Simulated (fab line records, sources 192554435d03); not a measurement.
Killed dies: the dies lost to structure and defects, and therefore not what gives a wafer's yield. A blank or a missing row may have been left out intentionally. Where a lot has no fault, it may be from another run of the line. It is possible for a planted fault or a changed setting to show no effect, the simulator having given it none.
A lot that was struck, set against a sound lot / flow n5-finfet / 41 out of 1938 route steps
Sound: wafers L987.2, L987.3, L987.5. Struck: wafer L989.1. (L989.4, L989.6 of the same lot were not struck and are left out.) The cause comes at the end.
Each step with rows lists, per side, the tool, then ch with its chambers, then its first start. Under that, the readings that differ: sound wafers / struck wafers / difference of the means / sigmas: that difference in standard deviations of wafers without a fault.
alike: words and numbers the same on both sides, and readings whose means are apart by under 2 such deviations; not compared: readings that were withheld, readings missing a value for some wafer, numbers with overlapping values and no deviation given by the record, and bounds like >300 which may hide the same value.
Wherever a step has rows on one side only, a row that says differs or no value, or a row with sigmas, the two part there. Numbers that don't overlap but have no deviation are shown without sigmas and don't part them. A reading that every wafer of one side lacks parts them only if that side has two wafers or more.

first, 4 steps without rows for these wafers: N5_BEOL_M1_HM_STRIP_39 (strips TiN in peroxide tin strip, target depth 25 nm, time 158 s); N5_BEOL_M1_SRD_40 (time 30 s); N5_BEOL_M1_PRECLEAN_42 (cleans in residue remover, time 60 s); N5_BEOL_M1_SRD_43 (time 30 s).
N5_BEOL_M1_CD_MEAS_35: target cd 18 nm, target cd y 21 nm.
  sound on cd-sem-03 at day 6 14:28; struck on cd-sem-01 at day 11 08:20
reading=cd-nm (nm); sound=18.7 18.3 18.3; struck=17.3; difference=-1.1; sigmas=-3
then, 5 steps without rows for these wafers: N5_BEOL_M1_DEGAS_44 (time 60 s); N5_BEOL_M1_PRE_CLEAN_45 (time 30 s); N5_BEOL_M1_ALD_84 (deposits TaN, pulse time 2 s, purge time 3 s, co reactant purge time 2 s); N5_BEOL_M1_SURFACE_TREAT_85; N5_BEOL_M1_CVD_47 (deposits Co from CCTBA/H2, target thk 3 nm, time 223.8 s).
N5_BEOL_M1_SPUTTER_48: material Cu, target thk 4.5 nm, time 8.29 s.
  sound on pvd-sputter-02 at day 6 15:41; struck on pvd-sputter-02 at day 11 09:23
reading=susceptor-temp-C (C); sound=-19.97 -20.14 -19.96; struck=-19.83; difference=+0.19; sigmas=+2
  alike: chuck-gas-flow-sccm, chuck-sensor-temp-C, throttle-valve-pct
then, 1 step without rows for these wafers: N5_BEOL_M1_ANNEAL_49 (time 240 s).
N5_BEOL_M1_SPUTTER_79: material Cu, target thk 4.5 nm, time 8.29 s.
  sound on pvd-sputter-02 at day 6 15:55; struck on pvd-sputter-02 at day 11 09:37
  alike: chuck-gas-flow-sccm, chuck-sensor-temp-C, susceptor-temp-C, throttle-valve-pct
N5_BEOL_M1_ANNEAL_80: time 240 s.
  sound on pvd-sputter-02 at day 6 15:59; struck on pvd-sputter-02 at day 11 09:41
reading=susceptor-temp-C (C); sound=400.43 399.83 400.25; struck=399.43; difference=-0.74; sigmas=-3
  alike: heater-power-w
then, 11 steps without rows for these wafers: N5_BEOL_M1_SPUTTER_81 (material Cu, target thk 4.5 nm, time 8.29 s); N5_BEOL_M1_ANNEAL_82 (time 240 s); N5_BEOL_M1_SPUTTER_86 (material Cu, target thk 4.5 nm, time 8.29 s); N5_BEOL_M1_ANNEAL_87 (time 240 s); N5_BEOL_M1_SPUTTER_88 (material Cu, target thk 4.5 nm, time 8.29 s); N5_BEOL_M1_ANNEAL_89 (time 240 s); N5_BEOL_M1_SPUTTER_90 (material Cu, target thk 4.5 nm, time 8.29 s); N5_BEOL_M1_ANNEAL_91 (time 240 s); N5_BEOL_M1_SPUTTER_92 (material Cu, target thk 4.5 nm, time 8.29 s); N5_BEOL_M1_ANNEAL_93 (time 240 s); N5_BEOL_M1_SPUTTER_94 (material Cu, target thk 4.5 nm, time 8.29 s).
N5_BEOL_M1_ANNEAL_95: time 240 s.
  sound on pvd-sputter-02 at day 6 17:19; struck on pvd-sputter-02 at day 11 11:01
  alike: heater-power-w, susceptor-temp-C
then, 2 steps without rows for these wafers: N5_BEOL_M1_SPUTTER_96 (material Cu, target thk 4.5 nm, time 8.29 s); N5_BEOL_M1_ECD_50 (material Cu, target thk 300 nm).
N5_BEOL_M1_ANNEAL_51: time 90 s.
  sound on rtp-anneal-01 ch 0, day 6 17:41; struck on rtp-anneal-02 ch 0, day 11 11:21
  alike: anneal-temp-c-max, wafer_temp_C_max
then, 4 steps without rows for these wafers: N5_BEOL_M1_CMP_52 (polishes, stops on SiOC, t overpolish 6.8 s, target thk 40 nm); N5_BEOL_M1_PRE_CLEAN_60 (time 15 s); N5_BEOL_M1_CO_CAP_55 (material Co, precursor CCTBA/H2, target thk 2 nm, time 102.1 s); N5_BEOL_M1_PRE_CLEAN_56 (time 15 s).
N5_BEOL_M1_DEP_57: deposits SiCN from 3MS/NH3, target thk 8 nm, time 14 s.
  sound on pecvd-01 ch 0,1, day 6 18:35; struck on pecvd-02 ch 2, day 11 12:08
reading=throttle-valve-pct (%); sound=9.1 9.3 9.2; struck=8.2; difference=-1.0; sigmas=-2
  alike: showerhead-plenum-p-Torr
  not compared: since-wet-clean-h
N5_BEOL_M1_RS_MEAS_58: the measuring method here is four-point-probe.
  sound on film-metro-01 at day 6 18:40; struck on film-metro-02 at day 11 12:12
  alike: M1_RS
then, 1 step without rows for these wafers: N5_BEOL_M2_ILD_DEP_00 (deposits SiOC from DEMS/O2, target thk 79 nm, time 15.3 s).
N5_BEOL_M2_THK_MEAS_01:
  sound on film-metro-02 at day 6 18:47; struck on film-metro-01 at day 11 12:20
  alike: M2_ILD_THK
then, 3 steps without rows for these wafers: N5_BEOL_M2_PECVD_72 (deposits SiO2 from TEOS/O2, target thk 16 nm, time 18 s); N5_BEOL_M2_HM_DEP_02 (deposits TiN, target thk 20 nm); N5_BEOL_M2_COAT_61 (time 60 s, resist thk 60 nm).
-- record jumps: 6 days separate the struck wafers' starts on either side; left off in module BEOL_M2, taken up again in module PASSIVATION, whose first shown step is the route's number 1936 --
N5_PASSIVATION_PROBE_49:
  sound on prober-01 at day 12 08:13; struck on prober-01 at day 18 00:04
reading=defect-limited-yield (%); sound=93.1 93.8 90.9; struck=79.3; difference=-13.3; sigmas=-10
reading=killed_at_M0_to_M3; sound=24 12 20; struck=160; difference=+141; sigmas=+14
reading=killed-dies; sound=82 73 107; struck=244; difference=+157; sigmas=+10
reading=sort_bin_5_function (%); sound=4.1 3.6 5.4; struck=12.6; difference=+8.2; sigmas=+9
reading=sort_bin_6_memory (%); sound=2.5 2.3 3.6; struck=5.7; difference=+2.9; sigmas=+5
reading=sort-n-pass; sound=1098 1107 1073; struck=936; difference=-157; sigmas=-10
reading=sort-yield-pct (%); sound=93.1 93.8 90.9; struck=79.3; difference=-13.3; sigmas=-10
  alike: killed_at_M4_up, killed-at-contacts, killed-at-front-end, killed-at-other, killed-open, killed-short

WHERE THEY PART
Last at N5_PASSIVATION_PROBE_49 as far as this record goes, first at N5_BEOL_M1_CD_MEAS_35.

WHY: whatever the simulator had introduced
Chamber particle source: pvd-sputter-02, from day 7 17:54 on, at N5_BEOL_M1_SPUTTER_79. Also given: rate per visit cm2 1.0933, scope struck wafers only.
